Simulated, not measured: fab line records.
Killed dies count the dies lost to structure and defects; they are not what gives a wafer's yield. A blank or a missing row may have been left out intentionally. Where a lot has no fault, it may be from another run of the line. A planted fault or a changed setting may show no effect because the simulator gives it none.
Split-lot experiment | flow n5 finfet | 21 wafers read across 7 lots, on a route 1938 steps long

## ABOUT THE SPLIT
At N5_SPACER0_ALD_00 (deposits SiOCN, target thk 3.5 nm, pulse time 3 s, purge time 2 s), the setting ald cycles was moved away from the recipe's 58 on 6 of the 21 wafers read, by -12.1% to +6.9%. For the rest of the wafers, this setting stayed at what the recipe calls for.

The reading comes from the split's own step.

## THE READING
SiOCN_of_SPACER0_ALD_00.thk nm (the simulator's own value, which no gauge read), in nm, at N5_SPACER0_ALD_00 (deposits SiOCN, target thk 3.5 nm, pulse time 3 s, purge time 2 s). The file does not state a usual value for it. Here, 15 wafers ran the recipe; their average is 3.5 nm with a standard deviation of 0.094 nm.

wafer  | tool, chamber at the split | ald cycles as run | against the recipe | SiOCN_of_SPACER0_ALD_00.thk nm, nm | against lot-mates on the recipe
L079.1 | ald sin-02, 3              | 58                | recipe             | 3.4                                | -
L079.2 | ald sin-02, 0              | 58                | recipe             | 3.6                                | -
L079.3 | ald sin-02, 1              | 62                | +6.9%              | 3.8                                | +0.3
L083.1 | ald sin-04, 1              | 58                | recipe             | 3.4                                | -
L083.3 | ald sin-04, 0,3            | 58                | recipe             | 3.6                                | -
L083.6 | ald sin-04, 0,3            | 58                | recipe             | 3.6                                | -
L085.1 | ald sin-03, 1,2            | 58                | recipe             | 3.6                                | -
L085.5 | ald sin-03, 1,2            | 58                | recipe             | 3.6                                | -
L085.6 | ald sin-03, 3              | 62                | +6.9%              | 3.8                                | +0.2
L086.2 | ald sin-02, 0              | 54                | -6.9%              | 3.2                                | -0.2
L086.4 | ald sin-02, 2,0            | 58                | recipe             | 3.4                                | -
L086.6 | ald sin-02, 2,0            | 58                | recipe             | 3.4                                | -
L089.1 | ald sin-03, 2,1,0          | 58                | recipe             | 3.6                                | -
L089.3 | ald sin-03, 2,1,0          | 58                | recipe             | 3.6                                | -
L089.5 | ald sin-03, 2,1,0          | 58                | recipe             | 3.6                                | -
L093.1 | ald sin-03, 2,3            | 58                | recipe             | 3.6                                | -
L093.6 | ald sin-03, 2,3            | 58                | recipe             | 3.6                                | -
L093.4 | ald sin-03, 3              | 51                | -12.1%             | 3                                  | -0.6
L096.1 | ald sin-04, 1              | 58                | recipe             | 3.4                                | -
L096.3 | ald sin-04, 0,3            | 54                | -6.9%              | 3.2                                | -0.2
L096.5 | ald sin-04, 0,3            | 54                | -6.9%              | 3.2                                | -0.2
Rows listing several chambers each stand for several wafers; the file does not say which wafer went through which chamber.

THE FIT
A straight line over all 21 wafers: SiOCN_of_SPACER0_ALD_00.thk nm changes by +0.044 nm for each +1% of ald cycles; r = +0.92; the points scatter about the line by 0.085 nm.
The same after taking each lot's own level away (the mean of its wafers on the recipe; 21 wafers): +0.0387 nm for each +1%; r = +0.93; scatter 0.066 nm.
Per that fit: largest ald cycles move, reading shift of 0.47 nm.
The span of the lots' own levels, 3.40 to 3.60 nm, comes to 2.1 times the standard deviation stated above.
Hence the slope depends on the lot-to-lot level, as the two fits are not the same.
Check: for one of the wafers moved furthest among these (-12.1%), held out of the fit, the line's prediction against its lot-mates is -0.381 nm. Against them it came out at -0.6 nm.

## FURTHER SPLITS ON THESE WAFERS
Before the reading, these wafers also passed through other splits. Each is held against what the fit with the lots' levels taken away leaves over:
other split on the same wafers | wafers away from the commonest value | r with SiOCN_of_SPACER0_ALD_00.thk nm (lot level and that fit taken away)
N5_FIN_CUT_COAT_19 spin rpm    | 5                                    | +0.11

## FILE'S OWN FIT
SiOCN_of_SPACER0_ALD_00.thk nm changes by +0.04 nm for each +1% of ald cycles, r = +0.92.
